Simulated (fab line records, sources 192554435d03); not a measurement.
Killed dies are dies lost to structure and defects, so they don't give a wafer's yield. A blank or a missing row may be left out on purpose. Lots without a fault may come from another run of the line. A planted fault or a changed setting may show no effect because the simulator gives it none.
fab line records | flow n5_finfet | part 1 of 2: steps 1 to 4 of 6
record lots=24 wafers=72 last_day=19
route steps=1938 shown MOL_CONTACT_COAG@539
lots that met no fault: from a run of the same line without faults
start_h: hours from the record's first day to the start of the lot's first wafer shown | wait_h: hours since the lot's step before | " the same as in the row above | L1.1+2: a row that stands for several wafers | - no value, or no start given | * or withheld: withheld | < > ~ a bound
route shown NAME@n: a module of which the file shows steps, and the number in the route of the first | usual: mean/standard deviation of fault-free wafers | same: alike in all rows | chamber/n: place in a boat | sites: the reading at each site | _std_site: their standard deviation | _edge_site: outer sites' mean less inner sites' | radius_mm: how far each site lies from the wafer's centre | mask NAME#n: copy n | behind: the tool/chamber that last shaped the wafer | hold: why the lot was held/for how many hours/how that ended | device: the transistor (n, p or np) that didn't switch | end of line: the same wafers' tests at the end of the route | a step without rows: its recipe alone | killed: dies lost to structure and defects at the first sort, not the wafer's yield | map: a wafer's dies, x killed, . not, _ none there
set.NAME: the setting as run; set.NAME@STEP: as run at that earlier step | model.NAME: the simulator's own value behind a step, which no gauge read
steps of the route over a sample of lots; a table a step, a row a wafer
services: from which hour (start_h, from the record's first day; less than 0 if before it) a tool's chamber was out of use, for how many hours, and why
## steps
# step N5_MOL_CONTACT_COAG_STRIP_98
# recipe chemistry=N2/H2 power_w=500 temp_c=40 pressure_mtorr=50 rf_frequency_hz=6e+07 overash_fraction=0.3 bias_power_w=8 h2_frac=0.5 n2_flow_sccm=300 h2_flow_sccm=300
# usual drypump_motor_current_A=5.8/0.4 oes_product_au=0.78/0.097 rf_vpp_V=54.1/1.3 showerhead_plenum_p_Torr=3.35/0.13 throttle_valve_pct=19.12/0.28
# columns lot.wafer tool chamber start_h wait_h drypump_motor_current_A oes_product_au rf_hours_counter_h rf_vpp_V showerhead_plenum_p_Torr throttle_valve_pct
L074.1 rie_diel-03 3 86.95 0.0 5.5 0.70 204 55.5 3.46 18.73
L074.4 " 1 " " 5.8 0.68 217 54.9 3.45 19.24
L074.6 " 2 " " 5.6 0.75 - 53.8 3.35 18.54
L075.2 rie_diel-03 3 96.75 0.0 5.6 0.70 208 53.9 3.45 18.76
L075.3 " 0 " " 5.8 0.76 134 56.9 3.13 19.01
L075.5 " 3 " " 5.5 0.70 - 54.5 3.45 18.73
L076.1 rie_diel-04 1 99.26 0.0 6.0 0.67 237 53.4 3.32 19.16
L076.2 " 3 " " 6.4 0.71 203 51.8 3.33 19.36
L076.4 " 0 " " 6.1 0.96 6 55.4 3.58 19.31
L077.3 rie_diel-04 0 106.68 0.0 6.1 0.94 9 56.5 3.58 19.34
L077.5 " 0 " " 6.2 0.95 - 54.8 3.58 19.34
L077.6 " 1 " " 6.0 0.67 - 54.6 3.32 19.14
L078.1 rie_diel-04 1 112.31 0.0 6.1 0.67 242 55.3 3.32 19.16
L078.5 " 1 " " 6.0 0.66 - 53.9 3.32 19.15
L078.6 " 3 " " 6.5 0.71 - 53.9 3.33 19.37
L079.4 rie_diel-04 1 115.85 0.0 6.0 0.65 - 54.0 3.32 19.17
L079.5 " 2 " " 6.0 0.93 - 54.5 3.29 18.87
L079.6 " 3 " " 6.5 0.70 - 54.4 3.33 19.39
L080.1 rie_diel-05 2 123.71 0.0 5.9 0.77 137 53.1 3.11 19.47
L080.3 " 0 " " 5.4 0.72 222 55.2 3.32 19.00
L080.6 " 2 " " 5.8 0.77 - 53.8 3.11 19.47
L081.2 rie_diel-05 1 128.93 0.0 5.5 0.90 32 56.9 3.43 19.43
L081.4 " 2 " " 5.8 0.77 140 51.4 3.11 19.48
L081.5 " 2 " " 5.8 0.75 - 53.4 3.11 19.45
L082.1 rie_diel-03 1 136.68 0.0 5.8 0.67 237 55.0 3.44 19.25
L082.2 " 2 " " 5.6 0.72 159 54.4 3.34 18.59
L082.4 " 1 " " 5.8 0.66 - 53.7 3.44 19.28
L083.1 rie_diel-05 2 141.66 0.0 5.8 0.77 144 53.1 3.11 19.47
L083.3 " 1 " " 5.5 0.89 36 52.1 3.42 19.43
L083.5 " 1 " " 5.5 0.89 - 53.1 3.42 19.45
L084.4 rie_diel-05 1 148.57 0.0 5.5 0.88 38 56.1 3.42 19.42
L084.5 " 3 " " 4.9 0.89 - 54.7 3.57 19.20
L084.6 " 0 " " 5.4 0.70 - 51.6 3.32 19.04
L085.2 rie_diel-05 2 154.95 0.0 5.8 0.75 149 54.7 3.11 19.50
L085.5 " 1 " " 5.5 0.89 - 53.2 3.42 19.43
L085.6 " 0 " " 5.4 0.70 - 53.1 3.32 19.06
L086.2 rie_diel-03 3 164.17 0.0 5.5 0.67 234 53.5 3.44 18.79
L086.5 " 0 " " 5.7 0.74 - 52.3 3.12 19.04
L086.6 " 1 " " 5.8 0.66 - 56.5 3.44 19.29
L087.4 rie_diel-04 3 165.57 0.0 6.4 0.70 226 52.4 3.32 19.40
L087.5 " 2 " " 6.0 0.88 - 55.1 3.28 18.93
L087.6 " 3 " " 6.4 0.69 - 55.2 3.32 19.42
L088.1 rie_diel-03 3 172.01 0.0 5.5 0.67 237 53.5 3.44 18.79
L088.2 " 0 " " 5.7 0.74 161 52.7 3.12 19.06
L088.4 " 2 " " 5.6 0.71 - 52.8 3.33 18.63
L089.1 rie_diel-04 2 184.25 0.0 6.0 0.87 46 54.7 3.27 18.95
L089.5 " 2 " " 6.0 0.86 - 55.4 3.27 18.93
L089.6 " 1 " " 6.0 0.92 - 53.2 3.31 18.81
L090.1 rie_diel-05 1 189.21 0.0 5.5 0.88 50 53.9 3.42 19.49
L090.4 " 3 " " 4.9 0.87 46 54.4 3.56 19.26
L090.6 " 0 " " 5.4 0.70 - 52.7 3.31 19.05
L091.2 rie_diel-03 0 191.30 0.0 5.8 0.72 170 53.1 3.11 19.10
L091.3 " 3 " " 5.5 0.66 246 53.8 3.43 18.79
L091.6 " 3 " " 5.5 0.68 - 54.1 3.43 18.81
L092.1 rie_diel-04 3 195.34 0.0 6.5 0.70 236 54.2 3.32 19.43
L092.2 " 1 " " 6.0 0.91 13 53.7 3.30 18.84
L092.3 " 2 " " 6.0 0.88 50 55.3 3.27 18.96
L093.2 rie_diel-04 1 204.84 0.0 6.0 0.91 16 55.7 3.30 18.80
L093.3 " 3 " " 6.5 0.68 240 52.9 3.31 19.42
L093.4 " 2 " " 6.0 0.85 53 53.3 3.27 18.94
L094.2 rie_diel-04 3 210.36 0.0 6.4 0.69 242 55.0 3.31 19.46
L094.3 " 1 " " 6.0 0.91 18 55.9 3.30 18.79
L094.4 " 2 " " 6.0 0.87 55 54.5 3.27 18.96
L095.1 rie_diel-04 1 213.69 0.0 6.1 0.89 19 53.0 3.30 18.82
L095.4 " 3 " " 6.5 0.68 243 54.9 3.31 19.43
L095.5 " 2 " " 6.0 0.84 - 53.6 3.27 18.96
L096.1 rie_diel-04 3 224.07 0.0 6.5 0.69 246 51.3 3.31 19.44
L096.2 " 0 " " 6.2 0.87 47 51.9 3.56 19.39
L096.4 " 1 " " 6.0 0.89 22 53.7 3.30 18.84
L097.3 rie_diel-04 1 225.67 0.0 6.0 0.88 23 54.2 3.30 18.84
L097.4 " 2 " " 6.0 0.86 60 55.0 3.27 18.92
L097.5 " 3 " " 6.4 0.68 - 54.6 3.31 19.44
# step N5_MOL_CONTACT_COAG_PRE_CLEAN_142
# recipe gas=H2/He time_s=60 temp_c=300
# usual heater_power_w=462/49
# columns lot.wafer tool chamber start_h wait_h heater_power_w
L074.1 pvd_sputter-03 - 92.62 1.6 461
L074.4 " - " " 413
L074.6 " - " " 381
L075.2 pvd_sputter-03 - 103.54 2.7 412
L075.3 " - " " 493
L075.5 " - " " 383
L076.1 pvd_sputter-02 - 103.88 1.7 394
L076.2 " - " " 480
L076.4 " - " " 453
L077.3 pvd_sputter-02 - 115.37 1.7 493
L077.5 " - " " 404
L077.6 " - " " 485
L078.1 pvd_sputter-02 - 119.26 3.0 405
L078.5 " - " " 466
L078.6 " - " " 496
L079.4 pvd_sputter-01 - 123.01 2.2 535
L079.5 " - " " 531
L079.6 " - " " 485
L080.1 pvd_sputter-01 - 130.15 2.6 418
L080.3 " - " " 451
L080.6 " - " " 409
L081.2 pvd_sputter-03 - 134.78 2.4 478
L081.4 " - " " 385
L081.5 " - " " 508
L082.1 pvd_sputter-01 - 141.55 0.8 411
L082.2 " - " " 537
L082.4 " - " " 436
L083.1 pvd_sputter-01 - 149.03 2.8 540
L083.3 " - " " 450
L083.5 " - " " 451
L084.4 pvd_sputter-02 - 152.72 0.4 489
L084.5 " - " " 463
L084.6 " - " " 481
L085.2 pvd_sputter-03 - 159.13 1.6 408
L085.5 " - " " 511
L085.6 " - " " 422
L086.2 pvd_sputter-01 - 170.66 2.8 408
L086.5 " - " " 537
L086.6 " - " " 403
L087.4 pvd_sputter-01 - 170.95 2.0 528
L087.5 " - " " 454
L087.6 " - " " 408
L088.1 pvd_sputter-01 - 178.10 1.9 505
L088.2 " - " " 404
L088.4 " - " " 541
L089.1 pvd_sputter-01 - 191.03 2.7 448
L089.5 " - " " 547
L089.6 " - " " 402
L090.1 pvd_sputter-01 - 194.93 0.8 500
L090.4 " - " " 531
L090.6 " - " " 422
L091.2 pvd_sputter-03 - 197.65 2.3 414
L091.3 " - " " 473
L091.6 " - " " 484
L092.1 pvd_sputter-02 - 200.92 1.5 409
L092.2 " - " " 488
L092.3 " - " " 490
L093.2 pvd_sputter-01 - 209.80 1.6 406
L093.3 " - " " 448
L093.4 " - " " 524
L094.2 pvd_sputter-01 - 216.21 1.9 496
L094.3 " - " " 446
L094.4 " - " " 402
L095.1 pvd_sputter-01 - 219.39 2.1 492
L095.4 " - " " 530
L095.5 " - " " 546
L096.1 pvd_sputter-03 - 229.29 1.5 469
L096.2 " - " " 418
L096.4 " - " " 373
L097.3 pvd_sputter-03 - 229.45 0.9 374
L097.4 " - " " 421
L097.5 " - " " 378
# step N5_MOL_CONTACT_COAG_INSPECT_57
# recipe mode=adi inspect_instrument=brightfield
# usual raw_defect_count=207/55
# columns lot.wafer tool chamber start_h wait_h raw_defect_count
L074.1 defect_inspect-01 - 96.77 0.1 194
L074.4 " - " " 161
L074.6 " - " " 221
L075.2 defect_inspect-02 - 107.56 0.0 119
L075.3 " - " " 204
L075.5 " - " " 215
L076.1 defect_inspect-02 - 108.71 0.1 136
L076.2 " - " " 203
L076.4 " - " " 232
L077.3 defect_inspect-01 - 121.11 0.0 134
L077.5 " - " " 153
L077.6 " - " " 231
L078.1 defect_inspect-01 - 124.76 0.1 215
L078.5 " - " " 231
L078.6 " - " " 256
L079.4 defect_inspect-01 - 127.15 0.0 127
L079.5 " - " " 194
L079.6 " - " " 210
L080.1 defect_inspect-02 - 134.21 0.1 200
L080.3 " - " " 261
L080.6 " - " " 305
L081.2 defect_inspect-02 - 138.82 0.0 269
L081.4 " - " " 189
L081.5 " - " " 123
L082.1 defect_inspect-02 - 146.01 0.1 164
L082.2 " - " " 152
L082.4 " - " " 195
L083.1 defect_inspect-01 - 153.09 0.1 240
L083.3 " - " " 215
L083.5 " - " " 193
L084.4 defect_inspect-01 - 156.63 0.0 173
L084.5 " - " " 284
L084.6 " - " " 209
L085.2 defect_inspect-01 - 163.04 0.0 172
L085.5 " - " " 151
L085.6 " - " " 197
L086.2 defect_inspect-02 - 174.67 0.0 173
L086.5 " - " " 207
L086.6 " - " " 221
L087.4 defect_inspect-01 - 174.82 0.0 287
L087.5 " - " " 264
L087.6 " - " " 118
L088.1 defect_inspect-02 - 181.99 0.1 123
L088.2 " - " " 185
L088.4 " - " " 191
L089.1 defect_inspect-01 - 195.20 0.1 160
L089.5 " - " " 108
L089.6 " - " " 172
L090.1 defect_inspect-02 - 199.09 0.1 241
L090.4 " - " " 362
L090.6 " - " " 315
L091.2 defect_inspect-02 - 201.55 0.0 169
L091.3 " - " " 147
L091.6 " - " " 173
L092.1 defect_inspect-01 - 205.59 0.1 265
L092.2 " - " " 253
L092.3 " - " " 217
L093.2 defect_inspect-02 - 214.35 0.0 159
L093.3 " - " " 157
L093.4 " - " " 178
L094.2 defect_inspect-02 - 220.26 0.0 199
L094.3 " - " " 238
L094.4 " - " " 162
L095.1 defect_inspect-01 - 223.41 0.1 188
L095.4 " - " " 169
L095.5 " - " " 187
L096.1 defect_inspect-01 - 233.40 0.1 240
L096.2 " - " " 167
L096.4 " - " " 213
L097.3 defect_inspect-02 - 234.39 0.0 266
L097.4 " - " " 375
L097.5 " - " " 329
# step N5_MOL_CONTACT_COAG_ETCH_89
# recipe chemistry=N2/H2 target=underlayer target_depth_a=130 mask_material=CAR-EUV time_s=10.4 ion_energy_ev=200 pressure_mtorr=30 source_w=840 bias_w=150 n2_flow_sccm=200 h2_flow_sccm=200 ends=cleared
# usual bias_w=150.0/0.41 drypump_motor_current_A=5.7/0.41 etch_rf_on_time_s=10.3/0.3 oes_product_au=0.69/0.076 rf_vpp_V=523/3.7 showerhead_plenum_p_Torr=2.53/0.13 throttle_valve_pct=18.03/0.21
# columns lot.wafer tool chamber start_h wait_h bias_w drypump_motor_current_A etch_rf_on_time_s oes_product_au rf_hours_counter_h rf_vpp_V showerhead_plenum_p_Torr throttle_valve_pct
L074.1 rie_diel-03 2 96.84 0.0 149.5 5.6 10.7 0.64 144 524 2.53 17.65
L074.4 " 0 " " 150.1 5.7 10.7 0.65 134 518 2.36 18.05
L074.6 " 3 " " 150.1 5.5 10.9 0.59 - 526 2.62 17.84
L075.2 rie_diel-05 1 107.63 0.0 149.6 5.5 10.3 0.77 26 526 2.60 18.06
L075.3 " 3 " " 150.2 4.9 10.6 0.79 19 528 2.72 17.87
L075.5 " 0 " " 150.1 5.4 10.4 0.61 - 523 2.52 18.12
L076.1 rie_diel-05 0 108.78 0.0 149.9 5.5 10.3 0.61 216 524 2.52 18.12
L076.2 " 2 " " 149.9 5.9 9.8 0.68 131 517 2.35 18.22
L076.4 " 1 " " 150.0 5.5 10.1 0.78 26 525 2.60 18.08
L077.3 rie_diel-05 0 121.18 0.0 149.3 5.4 10.3 0.61 221 522 2.52 18.14
L077.5 " 3 " " 150.0 4.9 10.4 0.78 - 531 2.71 17.88
L077.6 " 2 " " 150.3 5.8 9.8 0.68 - 519 2.35 18.22
L078.1 rie_diel-03 0 124.83 0.0 149.7 5.7 10.5 0.64 144 517 2.36 18.07
L078.5 " 2 " " 150.3 5.6 10.8 0.62 - 524 2.53 17.69
L078.6 " 3 " " 150.0 5.5 10.9 0.59 - 527 2.61 17.88
L079.4 rie_diel-04 2 127.37 0.0 150.0 6.0 10.3 0.78 - 524 2.49 17.80
L079.5 " 3 " " 150.3 6.5 10.7 0.59 - 525 2.52 18.34
L079.6 " 2 " " 150.1 6.0 10.3 0.77 - 522 2.48 17.80
L080.1 rie_diel-05 2 134.28 0.0 149.9 5.8 9.8 0.66 142 518 2.35 18.23
L080.3 " 0 " " 150.9 5.4 10.2 0.62 227 523 2.51 18.14
L080.6 " 3 " " 150.3 4.9 10.3 0.77 - 529 2.71 17.89
L081.2 rie_diel-04 0 139.06 0.0 150.1 6.2 10.1 0.79 15 529 2.71 18.10
L081.4 " 3 " " 150.0 6.5 10.6 0.59 - 524 2.52 18.34
L081.5 " 2 " " 150.0 6.0 10.2 0.77 - 521 2.48 17.80
L082.1 rie_diel-05 3 146.08 0.0 149.1 4.9 10.5 0.77 33 526 2.71 17.89
L082.2 " 2 " " 150.4 5.9 9.8 0.66 146 519 2.35 18.24
L082.4 " 0 " " 149.6 5.4 10.2 0.61 229 523 2.51 18.15
L083.1 rie_diel-04 0 153.48 0.0 149.5 6.2 10.2 0.77 21 529 2.71 18.11
L083.3 " 2 " " 149.7 6.0 10.2 0.77 - 522 2.48 17.84
L083.5 " 0 " " 149.4 6.1 10.0 0.78 - 529 2.71 18.13
L084.4 rie_diel-05 2 156.70 0.0 149.8 5.8 9.9 0.66 149 519 2.34 18.24
L084.5 " 3 " " 150.9 4.9 10.6 0.75 - 528 2.71 17.90
L084.6 " 0 " " 150.7 5.4 10.2 0.62 - 524 2.51 18.15
L085.2 rie_diel-04 0 163.24 0.0 149.9 6.2 10.0 0.77 25 529 2.71 18.12
L085.5 " 3 " " 150.0 6.5 10.4 0.60 - 524 2.51 18.36
L085.6 " 0 " " 149.2 6.2 10.0 0.78 - 528 2.71 18.11
L086.2 rie_diel-05 0 174.74 0.0 150.0 5.4 10.3 0.61 237 524 2.51 18.16
L086.5 " 1 " " 150.2 5.5 10.2 0.76 - 527 2.59 18.11
L086.6 " 2 " " 149.7 5.8 9.8 0.65 - 518 2.34 18.27
L087.4 rie_diel-03 3 174.92 0.0 150.2 5.5 10.9 0.58 - 525 2.60 17.90
L087.5 " 3 " " 149.7 5.5 10.9 0.57 - 525 2.61 17.90
L087.6 " 0 " " 149.9 5.7 10.6 0.62 - 518 2.35 18.10
L088.1 rie_diel-03 0 182.22 0.0 150.2 5.7 10.6 0.62 165 518 2.35 18.11
L088.2 " 2 " " 150.2 5.6 10.6 0.62 174 524 2.52 17.70
L088.4 " 3 " " 149.7 5.5 10.9 0.57 - 527 2.60 17.91
L089.1 rie_diel-05 2 195.27 0.0 150.0 5.8 10.0 0.64 161 517 2.34 18.27
L089.5 " 2 " " 150.1 5.9 9.9 0.65 - 519 2.34 18.27
L089.6 " 3 " " 150.3 4.9 10.6 0.75 - 528 2.70 17.91
L090.1 rie_diel-05 0 199.39 0.0 149.4 5.4 10.3 0.60 246 522 2.50 18.18
L090.4 " 1 " " 149.0 5.5 10.1 0.74 54 525 2.59 18.11
L090.6 " 1 " " 149.8 5.4 10.1 0.74 - 526 2.59 18.10
L091.2 rie_diel-03 1 201.94 0.0 150.3 5.8 10.2 0.83 2 525 2.60 17.54
L091.3 " 2 " " 149.7 5.6 10.6 0.62 182 524 2.52 17.74
L091.6 " 1 " " 150.5 5.8 10.1 0.83 - 524 2.60 17.55
L092.1 rie_diel-03 1 205.70 0.0 150.7 5.8 10.1 0.82 4 526 2.60 17.53
L092.2 " 0 " " 150.0 5.8 10.5 0.63 176 518 2.35 18.13
L092.3 " 2 " " 149.7 5.6 10.5 0.61 183 523 2.51 17.71
L093.2 rie_diel-04 2 214.43 0.0 150.6 6.0 10.2 0.74 56 521 2.47 17.85
L093.3 " 0 " " 149.8 6.2 10.2 0.74 44 528 2.70 18.16
L093.4 " 1 " " 150.1 6.0 10.2 0.78 19 523 2.50 17.67
L094.2 rie_diel-04 2 220.32 0.0 150.2 5.9 10.1 0.75 58 521 2.47 17.85
L094.3 " 3 " " 149.5 6.5 10.3 0.59 245 523 2.51 18.40
L094.4 " 1 " " 150.3 6.0 10.1 0.77 21 521 2.50 17.68
L095.1 rie_diel-05 1 223.80 0.0 150.4 5.5 10.1 0.73 64 527 2.58 18.14
L095.4 " 2 " " 149.1 5.8 9.9 0.63 - 518 2.34 18.31
L095.5 " 3 " " 150.5 4.9 10.6 0.73 - 527 2.70 17.93
L096.1 rie_diel-05 3 233.47 0.0 150.0 4.9 10.7 0.71 65 528 2.69 17.96
L096.2 " 1 " " 150.0 5.5 10.1 0.72 69 524 2.58 18.13
L096.4 " 3 " " 150.0 4.9 10.7 0.71 - 528 2.69 17.95
L097.3 rie_diel-05 2 234.56 0.0 150.1 5.8 10.0 0.64 179 517 2.33 18.29
L097.4 " 2 " " 150.3 5.8 9.9 0.64 - 517 2.33 18.32
L097.5 " 1 " " 150.8 5.5 10.2 0.73 - 527 2.58 18.13
